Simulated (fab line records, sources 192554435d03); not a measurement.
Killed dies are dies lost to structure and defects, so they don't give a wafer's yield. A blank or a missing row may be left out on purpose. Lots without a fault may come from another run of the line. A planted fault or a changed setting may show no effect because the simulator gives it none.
Chamber matching | flow n5_finfet | N5_BEOL_M2_CO_CAP_55 on cvd_co-02: 3 sister chambers
The step material Co, precursor CCTBA/H2, target thk 2 nm, time 102.1 s. 6 wafers are shown with their chamber, then 12 later ones without.

WAFERS WITH THEIR CHAMBER
wafer  | chamber | heater_power_w (W)
L089.6 | 0       | 259
L090.1 | 0       | 256
L090.5 | 2       | 231
L092.2 | 2       | 244
L092.3 | 1       | 264
L092.6 | 1       | 262

WAFERS WITHOUT THEIR CHAMBER
wafer  | heater_power_w (W)
L096.1 | 265
L096.2 | 257
L096.3 | 238
L096.4 | 260
L096.5 | 241
L096.6 | 265
L097.1 | 236
L097.2 | 257
L097.3 | 249
L097.4 | 269
L097.5 | 240
L097.6 | 257

WHICH CHAMBER EACH WENT THROUGH
wafer  | from the rows above          | in truth
L096.1 | can't be placed: 1 or 0      | 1
L096.2 | can't be placed: 0 or 1      | 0
L096.3 | 2                            | 2
L096.4 | can't be placed: 0 or 1      | 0
L096.5 | 2                            | 2
L096.6 | can't be placed: 1 or 0      | 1
L097.1 | 2                            | 2
L097.2 | can't be placed: 0 or 1      | 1
L097.3 | can't be placed: 0 or 2 or 1 | 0
L097.4 | can't be placed: 1 or 0      | 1
L097.5 | 2                            | 2
L097.6 | can't be placed: 0 or 1      | 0
Placed correctly: 4 of 12. Can't be placed from these rows: 8 (the true chamber is among the candidates in 8). Placed wrongly: 0.
How it was worked out, from the rows above alone: a wafer's distance from a chamber is the root of the sum, over the readings, of the square of ((its reading less the chamber's mean) divided by the reading's scatter). The wafer belongs to the nearest chamber; if the next one is less than 2 further off, it can't be placed. A chamber's mean is the mean of its shown wafers. The scatter: the root of (the sum of the squares of (reading less its chamber's mean) over the shown wafers, divided by (wafers less chambers)).
